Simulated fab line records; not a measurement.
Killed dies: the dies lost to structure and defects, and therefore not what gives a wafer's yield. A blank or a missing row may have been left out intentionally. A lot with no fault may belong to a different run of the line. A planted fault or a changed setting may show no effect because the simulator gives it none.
Split-lot trial    flow n5Finfet    7 lots, 39 wafers read, on a route of 1938 steps

ABOUT THE SPLIT
At N5_HKMG_FIN_NWFM_ALD_20 (deposits TiAlC, target thk 2 nm, pulse time 3 s, purge time 2 s), the setting aldCycles was moved away from the recipe's 7 on 15 of the 39 wafers read, by -42.9% to +42.9%. This setting was run at the recipe's value on the other wafers.

The split's own step is where the reading is taken.

THE READING
TiAlC_of_HKMG_FIN_NWFM_ALD_20.thkNm (the simulator's own value, which no gauge read), in nm, at N5_HKMG_FIN_NWFM_ALD_20 (deposits TiAlC, target thk 2 nm, pulse time 3 s, purge time 2 s). The file gives no usual value for it.

wafer   tool, chamber at the split  aldCycles as run  against the recipe  TiAlC_of_HKMG_FIN_NWFM_ALD_20.thkNm, nm  against lot-mates on the recipe
L074.1  aldMetal-04, 1,2,0          7                 recipe              2                                        -
L074.2  aldMetal-04, 1,2,0          7                 recipe              2                                        -
L074.4  aldMetal-04, 1,2,0          7                 recipe              2                                        -
L074.3  aldMetal-04, 3,3,0          5                 -28.6%              1.4                                      -0.6
L074.5  aldMetal-04, 3,3,0          5                 -28.6%              1.4                                      -0.6
L074.6  aldMetal-04, 3,3,0          5                 -28.6%              1.4                                      -0.6
L076.1  aldMetal-02, 2,3,0,1,3,2    7                 recipe              2                                        -
L076.2  aldMetal-02, 2,3,0,1,3,2    7                 recipe              2                                        -
L076.3  aldMetal-02, 2,3,0,1,3,2    7                 recipe              2                                        -
L076.4  aldMetal-02, 2,3,0,1,3,2    7                 recipe              2                                        -
L076.5  aldMetal-02, 2,3,0,1,3,2    7                 recipe              2                                        -
L076.6  aldMetal-02, 2,3,0,1,3,2    7                 recipe              2                                        -
L085.1  aldMetal-02, 3,0,1          7                 recipe              2                                        -
L085.2  aldMetal-02, 3,0,1          7                 recipe              2                                        -
L085.3  aldMetal-02, 3,0,1          7                 recipe              2                                        -
L088.1  aldMetal-01, 0,1,3          7                 recipe              2                                        -
L088.2  aldMetal-01, 0,1,3          7                 recipe              2                                        -
L088.3  aldMetal-01, 0,1,3          7                 recipe              2                                        -
L088.4  aldMetal-01, 2,3,2          4                 -42.9%              1.2                                      -0.8
L088.5  aldMetal-01, 2,3,2          4                 -42.9%              1.2                                      -0.8
L088.6  aldMetal-01, 2,3,2          4                 -42.9%              1.2                                      -0.8
L095.1  aldMetal-04, 1,3,2          4                 -42.9%              1.2                                      -0.8
L095.2  aldMetal-04, 1,3,2          4                 -42.9%              1.2                                      -0.8
L095.4  aldMetal-04, 1,3,2          4                 -42.9%              1.2                                      -0.8
L095.3  aldMetal-04, 0,0,1          7                 recipe              2                                        -
L095.5  aldMetal-04, 0,0,1          7                 recipe              2                                        -
L095.6  aldMetal-04, 0,0,1          7                 recipe              2                                        -
L096.1  aldMetal-01, 1,1,0          7                 recipe              2                                        -
L096.5  aldMetal-01, 1,1,0          7                 recipe              2                                        -
L096.6  aldMetal-01, 1,1,0          7                 recipe              2                                        -
L096.2  aldMetal-01, 2,3,0          9                 +28.6%              2.6                                      +0.6
L096.3  aldMetal-01, 2,3,0          9                 +28.6%              2.6                                      +0.6
L096.4  aldMetal-01, 2,3,0          9                 +28.6%              2.6                                      +0.6
L097.1  aldMetal-04, 0,3,2          7                 recipe              2                                        -
L097.3  aldMetal-04, 0,3,2          7                 recipe              2                                        -
L097.6  aldMetal-04, 0,3,2          7                 recipe              2                                        -
L097.2  aldMetal-04, 1,2,3          10                +42.9%              2.8                                      +0.8
L097.4  aldMetal-04, 1,2,3          10                +42.9%              2.8                                      +0.8
L097.5  aldMetal-04, 1,2,3          10                +42.9%              2.8                                      +0.8
When a row names more than one chamber, that row covers several wafers, and the file does not tell which wafer ran in which chamber.

THE FIT
A straight line over all 39 wafers: TiAlC_of_HKMG_FIN_NWFM_ALD_20.thkNm changes by +0.0192 nm for each +1% of aldCycles; r = +1.00; the points scatter about the line by 0.024 nm.
The same after taking each lot's own level away (the mean of its wafers on the recipe; 39 wafers): +0.0192 nm for each +1%; r = +1.00; scatter 0.024 nm.
That fit puts the effect of the largest move of aldCycles on the reading at 0.82 nm.
The lots' own levels span 2.00 to 2.00 nm.
So the lot-to-lot level changes the slope little: the two slopes agree.
Check: -0.824 nm against its lot-mates is what the line predicts for one of the wafers moved furthest among these (-42.9%) when that wafer is left out of the fit. Against them it came out at -0.8 nm.

THE FILE'S OWN FIT
TiAlC_of_HKMG_FIN_NWFM_ALD_20.thkNm changes by +0.0192 nm for each +1% of aldCycles, r = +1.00.
